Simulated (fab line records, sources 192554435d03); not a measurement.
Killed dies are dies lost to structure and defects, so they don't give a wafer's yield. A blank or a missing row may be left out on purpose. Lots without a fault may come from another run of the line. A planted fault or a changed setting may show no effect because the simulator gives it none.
Chamber matching | flow n5_finfet | N5_BEOL_M0_ETCH_138 on rie_diel-06: 4 sister chambers
The step etches SiCN in CH3F/O2, target depth 12 nm, time 31.6 s. 16 wafers are shown with their chamber, then 8 later ones without.

WAFERS WITH THEIR CHAMBER
wafer  | chamber | showerhead_plenum_p_Torr (Torr) | throttle_valve_pct (%) | oes_product_au (a.u.)
L075.3 | 2       | 1.88                            | 16.34                  | 0.60
L075.4 | 0       | 1.89                            | 16.56                  | 0.60
L075.5 | 2       | 1.88                            | 16.33                  | 0.61
L076.2 | 3       | 1.97                            | 16.58                  | 0.58
L076.5 | 1       | 2.08                            | 16.65                  | 0.64
L076.6 | 0       | 1.89                            | 16.59                  | 0.60
L077.1 | 1       | 2.08                            | 16.64                  | 0.63
L077.4 | 1       | 2.08                            | 16.65                  | 0.63
L077.5 | 0       | 1.89                            | 16.59                  | 0.59
L078.2 | 0       | 1.88                            | 16.57                  | 0.59
L078.5 | 1       | 2.08                            | 16.64                  | 0.63
L078.6 | 3       | 1.97                            | 16.58                  | 0.57
L087.2 | 0       | 2.13                            | 16.16                  | 0.83
L087.4 | 1       | 2.07                            | 16.70                  | 0.62
L087.5 | 0       | 2.13                            | 16.14                  | 0.82
L088.3 | 1       | 2.07                            | 16.72                  | 0.61

SIGNATURES (means of the wafers above)
reading                  | chamber 0 | chamber 1 | chamber 2 | chamber 3 | scatter within a chamber
showerhead_plenum_p_Torr | 1.9683    | 2.0767    | 1.8800    | 1.9700    | 0.0809
throttle_valve_pct       | 16.4350   | 16.6667   | 16.3350   | 16.5800   | 0.144
oes_product_au           | 0.6717    | 0.6267    | 0.6050    | 0.5750    | 0.0771
Rule: a wafer's distance from a chamber is the root of the sum, over the readings, of the square of ((its reading less the chamber's mean) divided by the reading's scatter). The wafer belongs to the nearest chamber; if the next one is less than 2 further off, it can't be placed. The scatter: the root of (the sum of the squares of (reading less its chamber's mean) over the shown wafers, divided by (wafers less chambers)).

WAFERS WITHOUT THEIR CHAMBER
wafer  | showerhead_plenum_p_Torr (Torr) | throttle_valve_pct (%) | oes_product_au (a.u.)
L088.4 | 2.12                            | 15.94                  | 0.77
L088.6 | 2.13                            | 16.16                  | 0.82
L093.1 | 2.12                            | 16.20                  | 0.79
L093.3 | 1.96                            | 16.15                  | 0.79
L093.6 | 2.12                            | 16.18                  | 0.79
L097.4 | 2.06                            | 16.75                  | 0.60
L097.5 | 2.12                            | 15.98                  | 0.76
L097.6 | 2.06                            | 16.75                  | 0.60

WHICH CHAMBER EACH WENT THROUGH
wafer  | from the rows above               | in truth
L088.4 | can't be placed: 0 or 2 or 1 or 3 | 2
L088.6 | can't be placed: 0 or 2 or 1 or 3 | 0
L093.1 | can't be placed: 0 or 1 or 2 or 3 | 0
L093.3 | can't be placed: 0 or 2 or 3 or 1 | 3
L093.6 | can't be placed: 0 or 2 or 1 or 3 | 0
L097.4 | can't be placed: 1 or 3 or 0      | 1
L097.5 | can't be placed: 0 or 2 or 1 or 3 | 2
L097.6 | can't be placed: 1 or 3 or 0      | 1
Placed correctly: 0 of 8. Can't be placed from these rows: 8 (the true chamber is among the candidates in 8). Placed wrongly: 0.
